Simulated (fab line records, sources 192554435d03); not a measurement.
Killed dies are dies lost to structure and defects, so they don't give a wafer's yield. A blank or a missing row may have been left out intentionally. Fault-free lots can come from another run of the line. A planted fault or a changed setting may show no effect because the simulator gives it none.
Which tool was responsible?	flow n5-finfet	20 lots with 60 wafers sampled at 6 steps, on a route of 1938 steps

## WHAT THE GAUGES READ, wafer by wafer
The record holds no reading of a measuring or inspecting step that can be judged against a usual standard deviation.

## WHAT TOOL EACH LOT RAN ON (gives the tool, then ch and the chambers of the sampled wafers, and finally the start)
lot	N5_MOL_CONTACT_COAG_ETCH_66	N5_MOL_CONTACT_COAG_ALD_133	N5_MOL_CONTACT_COAG_ETCHBACK_136	N5_MOL_CONTACT_COAG_STRIP_72	N5_BEOL_M0_SAQP_ETCH_101	N5_BEOL_M0_SAQP_RECESS_109
L074	rie-diel-01 ch 0,1, day 5 08:37	ald-sin-02 ch 1,2, day 5 08:41	rie-diel-06 ch 2,3, day 5 09:00	rie-diel-06 ch 2,3, day 5 09:09	rie-diel-02 ch 2,3, day 5 16:51	vapor-etch-01 ch 0,1, day 5 17:40
L075	rie-diel-05 ch 0,1,3, day 5 17:24	ald-sin-02 ch 0,1,3, day 5 17:34	rie-diel-01 ch 0,1, day 5 17:53	rie-diel-01 ch 0,1, day 5 18:02	rie-diel-02 ch 0,2,3, day 6 01:51	vapor-etch-01 ch 0,1, day 6 02:41
L077	rie-diel-05 ch 1,2,3, day 6 10:07	ald-sin-04 ch 0,1,3, day 6 10:11	rie-diel-05 ch 0,2,3, day 6 10:29	rie-diel-05 ch 0,2,3, day 6 10:38	rie-diel-03 ch 0,1,3, day 6 20:01	vapor-etch-02 ch 0,1, day 6 20:51
L078	rie-diel-01 ch 1,2, day 6 14:16	ald-sin-02 ch 0,1,3, day 6 14:21	rie-diel-06 ch 0,1,3, day 6 14:41	rie-diel-06 ch 0,1,3, day 6 14:50	rie-diel-04 ch 1,2,3, day 6 23:38	vapor-etch-02 ch 0,1, day 7 00:28
L079	rie-diel-06 ch 1,2, day 6 20:20	ald-sin-02 ch 0,2,3, day 6 20:30	rie-diel-06 ch 0,2, day 6 20:48	rie-diel-06 ch 0,2, day 6 20:58	rie-diel-04 ch 2,3, day 7 04:58	vapor-etch-01 ch 0,1, day 7 05:54
L080	rie-diel-06 ch 0,1,3, day 6 23:08	ald-sin-04 ch 0,2,3, day 6 23:13	rie-diel-01 ch 0,2,3, day 6 23:32	rie-diel-01 ch 0,2,3, day 6 23:41	rie-diel-04 ch 1,2,3, day 7 07:37	vapor-etch-01 ch 0,1, day 7 08:29
L081	rie-diel-06 ch 0,1, day 6 23:58	ald-sin-04 ch 1,3, day 7 00:03	rie-diel-06 ch 0,3, day 7 00:44	rie-diel-06 ch 0,3, day 7 00:53	rie-diel-03 ch 0,3, day 7 10:31	vapor-etch-01 ch 0,1, day 7 11:21
L082	rie-diel-01 ch 0,1,3, day 7 05:40	ald-sin-04 ch 1,2,3, day 7 05:45	rie-diel-01 ch 0,1,3, day 7 06:04	rie-diel-01 ch 0,1,3, day 7 06:13	rie-diel-02 ch 0,1,3, day 7 13:37	vapor-etch-02 ch 0, day 7 14:26
L084	rie-diel-05 ch 0,1,2, day 7 16:41	ald-sin-04 ch 0,1,2, day 7 17:08	rie-diel-05 ch 0,1, day 7 17:26	rie-diel-05 ch 0,1, day 7 17:35	rie-diel-03 ch 1,2, day 8 03:14	vapor-etch-02 ch 0,1, day 8 04:16
L085	rie-diel-06 ch 2,3, day 8 00:17	ald-sin-01 ch 0,1, day 8 00:35	rie-diel-06 ch 0,1, day 8 01:03	rie-diel-06 ch 0,1, day 8 01:13	rie-diel-02 ch 0,2,3, day 8 10:35	vapor-etch-02 ch 0,1, day 8 11:25
L086	rie-diel-05 ch 0,2, day 8 06:13	ald-sin-01 ch 1,2, day 8 06:49	rie-diel-05 ch 0,1, day 8 07:07	rie-diel-05 ch 0,1, day 8 07:17	rie-diel-03 ch 0,1, day 8 15:28	vapor-etch-02 ch 0,1, day 8 16:19
L087	rie-diel-05 ch 0,1, day 8 10:03	ald-sin-02 ch 0,3, day 8 10:08	rie-diel-06 ch 1,3, day 8 10:42	rie-diel-06 ch 1,3, day 8 10:52	rie-diel-02 ch 2,3, day 8 18:23	vapor-etch-01 ch 0,1, day 8 19:14
L088	rie-diel-05 ch 1,2,3, day 8 13:19	ald-sin-01 ch 0,1,2, day 8 13:24	rie-diel-06 ch 0,1,3, day 8 13:43	rie-diel-06 ch 0,1,3, day 8 13:52	rie-diel-04 ch 0,1, day 8 23:34	vapor-etch-02 ch 0,1, day 9 00:25
L089	rie-diel-01 ch 1,2,3, day 9 01:56	ald-sin-04 ch 1,3, day 9 02:01	rie-diel-01 ch 1,2,3, day 9 02:24	rie-diel-01 ch 1,2,3, day 9 02:33	rie-diel-03 ch 0,2,3, day 9 11:13	vapor-etch-02 ch 0,1, day 9 12:09
L090	rie-diel-06 ch 0,3, day 9 09:37	ald-sin-01 ch 1,3, day 9 09:42	rie-diel-01 ch 0,2, day 9 10:01	rie-diel-01 ch 0,2, day 9 10:10	rie-diel-02 ch 1,3, day 9 18:43	vapor-etch-02 ch 0,1, day 9 19:38
L091	rie-diel-06 ch 0,1,2, day 9 13:28	ald-sin-01 ch 0,2,3, day 9 13:38	rie-diel-05 ch 0,1,3, day 9 14:01	rie-diel-05 ch 0,1,3, day 9 14:11	rie-diel-04 ch 0,2,3, day 9 22:56	vapor-etch-02 ch 0,1, day 9 23:48
L092	rie-diel-05 ch 0,3, day 9 18:56	ald-sin-04 ch 1,2,3, day 9 19:01	rie-diel-01 ch 0,1,3, day 9 19:19	rie-diel-01 ch 0,1,3, day 9 19:28	rie-diel-03 ch 0,1,2, day 10 03:43	vapor-etch-01 ch 0,1, day 10 04:32
L093	rie-diel-05 ch 0,1,3, day 10 01:29	ald-sin-02 ch 0,1,3, day 10 01:34	rie-diel-01 ch 0,1,2, day 10 01:53	rie-diel-01 ch 0,1,2, day 10 02:02	rie-diel-03 ch 0,1,3, day 10 10:04	vapor-etch-01 ch 0,1, day 10 10:56
L095	rie-diel-06 ch 1,2, day 10 13:26	ald-sin-02 ch 0,1,3, day 10 13:31	rie-diel-01 ch 0,3, day 10 13:53	rie-diel-01 ch 0,3, day 10 14:02	rie-diel-04 ch 1,2,3, day 11 00:25	vapor-etch-01 ch 0,1, day 11 01:44
L096	rie-diel-05 ch 0,1, day 10 17:23	ald-sin-02 ch 0,2, day 10 17:29	rie-diel-01 ch 0,2,3, day 10 17:47	rie-diel-01 ch 0,2,3, day 10 17:56	rie-diel-03 ch 1,2, day 11 03:43	vapor-etch-01 ch 0,1, day 11 04:34
- N5_MOL_CONTACT_COAG_ETCH_66: etches SiARC in CF4, target depth 13 nm, time 21.7 s.
- N5_MOL_CONTACT_COAG_ALD_133: deposits SiO2, target thk 5 nm, pulse time 1 s, co reactant pulse time 1 s.
- N5_MOL_CONTACT_COAG_ETCHBACK_136: etches SiO2 in CHF3, target depth 25 nm, time 16.7 s.
- N5_MOL_CONTACT_COAG_STRIP_72: strips in N2/H2.
- N5_BEOL_M0_SAQP_ETCH_101: etches SiNx in CH3F/O2, target depth 29.9 nm, time 42.7 s.
- N5_BEOL_M0_SAQP_RECESS_109: chemistry HF/NH3, target SiO2, target depth 3 nm, afs cycles 1, sublimation time 60 s.

## WHAT THE TOOLS THEMSELVES READ (means of the sampled wafers that have a number; where no wafer has one, the mark that the record gives instead)
N5_MOL_CONTACT_COAG_ETCH_66.
lot	tool	drypump-motor-current-A (A)	etch-rf-on-time-s (s)	oes-product-au (a.u.)	rf-vpp-V (V)	showerhead-plenum-p-Torr (Torr)	throttle-valve-pct (%)
L074	rie-diel-01	5.7	22.1	0.68	184.0	2.16	15.49
L075	rie-diel-05	5.7	21.6	0.63	183.0	2.05	15.84
L077	rie-diel-05	5.7	21.8	0.60	182.3	2.07	15.81
L078	rie-diel-01	6.2	22.0	0.61	184.6	2.16	15.81
L079	rie-diel-06	5.7	21.5	0.62	182.6	2.11	15.88
L080	rie-diel-06	5.8	22.1	0.65	184.2	2.21	15.75
L081	rie-diel-06	5.8	21.7	0.64	184.6	2.17	15.85
L082	rie-diel-01	5.6	22.2	0.63	183.5	2.14	15.62
L084	rie-diel-05	5.8	22.1	0.70	183.7	2.10	15.71
L085	rie-diel-06	5.7	21.8	0.66	184.4	2.17	15.70
L086	rie-diel-05	5.4	22.5	0.59	182.0	2.01	15.75
L087	rie-diel-05	6.2	21.2	0.78	183.7	2.18	15.70
L088	rie-diel-05	5.7	21.8	0.68	183.8	2.15	15.68
L089	rie-diel-01	5.9	21.9	0.60	183.7	2.15	15.75
L090	rie-diel-06	5.8	21.9	0.65	185.3	2.23	15.69
L091	rie-diel-06	5.7	22.1	0.61	184.0	2.13	15.78
L092	rie-diel-05	5.2	22.0	0.62	182.8	2.08	15.76
L093	rie-diel-05	5.7	21.5	0.68	183.9	2.13	15.76
L095	rie-diel-06	5.6	21.3	0.67	182.9	2.06	15.66
L096	rie-diel-05	5.7	21.6	0.69	183.3	2.07	15.82

N5_MOL_CONTACT_COAG_ALD_133.
lot	tool	heater-power-w (W)	precursor-pulse-height-rel
L074	ald-sin-02	76	0.996
L075	ald-sin-02	70	0.986
L077	ald-sin-04	83	0.996
L078	ald-sin-02	70	0.982
L079	ald-sin-02	73	0.993
L080	ald-sin-04	92	1.005
L081	ald-sin-04	78	0.994
L082	ald-sin-04	86	1.002
L084	ald-sin-04	85	1.012
L085	ald-sin-01	74	1.022
L086	ald-sin-01	79	0.988
L087	ald-sin-02	71	1.003
L088	ald-sin-01	75	1.004
L089	ald-sin-04	76	0.997
L090	ald-sin-01	69	1.004
L091	ald-sin-01	80	1.003
L092	ald-sin-04	83	1.012
L093	ald-sin-02	70	1.029
L095	ald-sin-02	69	0.989
L096	ald-sin-02	75	0.996

N5_MOL_CONTACT_COAG_ETCHBACK_136.
lot	tool	drypump-motor-current-A (A)	oes_ar_750_au (a.u.)	oes-product-au (a.u.)	rf-vpp-V (V)	showerhead-plenum-p-Torr (Torr)	throttle-valve-pct (%)
L074	rie-diel-06	5.7	0.77	0.79	533	2.42	18.73
L075	rie-diel-01	5.9	0.77	0.76	514	2.39	18.75
L077	rie-diel-05	5.3	0.74	0.73	521	2.28	18.85
L078	rie-diel-06	5.8	0.77	0.76	526	2.45	18.83
L079	rie-diel-06	5.7	0.74	0.73	523	2.33	18.69
L080	rie-diel-01	5.7	0.75	0.74	524	2.41	18.63
L081	rie-diel-06	5.8	0.79	0.78	530	2.49	18.75
L082	rie-diel-01	5.6	0.75	0.74	520	2.38	18.71
L084	rie-diel-05	5.7	0.84	0.83	518	2.31	18.91
L085	rie-diel-06	5.9	0.75	0.74	522	2.43	18.84
L086	rie-diel-05	6.2	0.91	0.90	519	2.43	18.84
L087	rie-diel-06	5.7	0.76	0.77	531	2.45	18.89
L088	rie-diel-06	5.8	0.75	0.75	526	2.44	18.87
L089	rie-diel-01	5.9	0.70	0.69	519	2.38	18.80
L090	rie-diel-01	5.8	0.75	0.75	522	2.41	18.60
L091	rie-diel-05	5.7	0.81	0.81	516	2.37	18.87
L092	rie-diel-01	5.6	0.74	0.72	518	2.37	18.75
L093	rie-diel-01	6.0	0.72	0.72	518	2.39	18.74
L095	rie-diel-01	5.4	0.73	0.73	524	2.37	18.70
L096	rie-diel-01	5.7	0.72	0.72	524	2.39	18.68

N5_MOL_CONTACT_COAG_STRIP_72.
lot	tool	drypump-motor-current-A (A)	n2-flow-sccm (sccm)	oes-product-au (a.u.)	rf-vpp-V (V)	showerhead-plenum-p-Torr (Torr)	throttle-valve-pct (%)
L074	rie-diel-06	5.7	199.7	0.78	58.0	2.57	23.4
L075	rie-diel-01	5.9	199.9	0.77	58.7	2.55	23.8
L077	rie-diel-05	5.3	200.5	0.73	60.2	2.42	23.8
L078	rie-diel-06	5.8	199.7	0.77	57.8	2.60	23.8
L079	rie-diel-06	5.7	199.8	0.73	59.6	2.49	23.7
L080	rie-diel-01	5.7	199.8	0.74	58.7	2.57	23.4
L081	rie-diel-06	5.9	199.3	0.79	59.4	2.64	23.5
L082	rie-diel-01	5.6	199.6	0.75	59.9	2.55	23.6
L084	rie-diel-05	5.7	199.7	0.84	59.0	2.48	24.0
L085	rie-diel-06	5.9	200.1	0.75	56.4	2.61	24.0
L086	rie-diel-05	6.2	200.1	0.92	58.0	2.60	24.0
L087	rie-diel-06	5.7	199.4	0.77	58.7	2.60	23.6
L088	rie-diel-06	5.8	200.0	0.75	58.5	2.60	23.8
L089	rie-diel-01	5.9	200.1	0.70	59.4	2.55	23.6
L090	rie-diel-01	5.7	199.5	0.75	58.7	2.57	23.4
L091	rie-diel-05	5.7	199.7	0.80	59.1	2.52	23.9
L092	rie-diel-01	5.6	199.7	0.73	59.9	2.54	23.7
L093	rie-diel-01	6.0	199.9	0.72	60.2	2.56	23.6
L095	rie-diel-01	5.4	200.7	0.73	60.4	2.53	23.6
L096	rie-diel-01	5.7	199.9	0.72	59.8	2.56	23.5

N5_BEOL_M0_SAQP_ETCH_101.
lot	tool	CH3F_flow_sccm (sccm)	drypump-motor-current-A (A)	oes_ar_750_au (a.u.)	oes-product-au (a.u.)	rf-vpp-V (V)	showerhead-plenum-p-Torr (Torr)	throttle-valve-pct (%)
L074	rie-diel-02	29.95	6.6	0.96	0.97	303	2.11	16.1
L075	rie-diel-02	29.99	6.1	0.87	0.88	302	2.06	16.2
L077	rie-diel-03	30.04	5.8	0.82	0.82	290	2.02	16.3
L078	rie-diel-04	29.98	5.9	0.73	0.73	302	2.07	16.3
L079	rie-diel-04	30.00	5.7	0.72	0.71	299	2.06	16.3
L080	rie-diel-04	30.06	5.9	0.73	0.74	302	2.07	16.3
L081	rie-diel-03	30.02	5.7	0.87	0.85	291	2.09	16.2
L082	rie-diel-02	29.97	5.7	0.83	0.83	299	2.04	16.3
L084	rie-diel-03	30.17	5.7	0.77	0.76	287	1.94	16.5
L085	rie-diel-02	29.97	6.1	0.83	0.84	302	2.05	16.2
L086	rie-diel-03	30.03	5.9	0.75	0.75	292	1.97	16.4
L087	rie-diel-02	29.95	6.6	0.90	0.90	302	2.10	16.1
L088	rie-diel-04	30.04	6.1	0.72	0.73	302	2.05	16.3
L089	rie-diel-03	30.03	5.5	0.81	0.80	292	2.05	16.3
L090	rie-diel-02	30.03	6.2	0.88	0.88	300	2.09	16.1
L091	rie-diel-04	29.93	5.7	0.81	0.82	299	2.04	16.4
L092	rie-diel-03	29.99	5.6	0.76	0.76	291	1.97	16.5
L093	rie-diel-03	30.02	5.8	0.79	0.78	289	2.01	16.4
L095	rie-diel-04	30.10	5.9	0.80	0.81	303	2.06	16.2
L096	rie-diel-03	30.04	5.3	0.77	0.76	290	1.97	16.5

N5_BEOL_M0_SAQP_RECESS_109.
lot	tool	drypump-motor-current-A (A)	foreline-p-Torr (Torr)
L074	vapor-etch-01	5.6	0.1283
L075	vapor-etch-01	5.5	0.1278
L077	vapor-etch-02	6.1	0.1281
L078	vapor-etch-02	6.1	0.1278
L079	vapor-etch-01	5.6	0.1282
L080	vapor-etch-01	5.5	0.1282
L081	vapor-etch-01	5.6	0.1280
L082	vapor-etch-02	6.3	0.1282
L084	vapor-etch-02	6.1	0.1279
L085	vapor-etch-02	6.2	0.1282
L086	vapor-etch-02	6.2	0.1276
L087	vapor-etch-01	5.5	0.1281
L088	vapor-etch-02	6.2	0.1281
L089	vapor-etch-02	6.1	0.1280
L090	vapor-etch-02	6.1	0.1280
L091	vapor-etch-02	6.1	0.1282
L092	vapor-etch-01	5.6	0.1273
L093	vapor-etch-01	5.5	0.1282
L095	vapor-etch-01	5.5	0.1282
L096	vapor-etch-01	5.5	0.1280

## THE ANSWER, worked out from the rows above alone
Rule: the lots themselves supply what counts as usual. Put in order of their means at a reading, lots are off if they are a third of the lots or fewer, leave a main group of 4 or more, and stand apart from it by a gap of 3 or more times the standard deviation of the main group's means; of several such gaps the widest counts. A main group is skipped when, at the precision printed for the reading in the tables above, its means are all equal. A lot without any number at a reading at which 4 lots or more have one is off too. All remaining lots with rows at the step are treated as sound. The gauges are gone through in route order, then the tools' own readings, and for those a lot's mean is taken as printed above. The first step at which some lot is off is used, and at that step the reading that is off furthest; a lot without a number counts as furthest.
Across all readings shown, no lot is off: no conclusion can be drawn from this.

## WHAT THE SIMULATOR PUT IN
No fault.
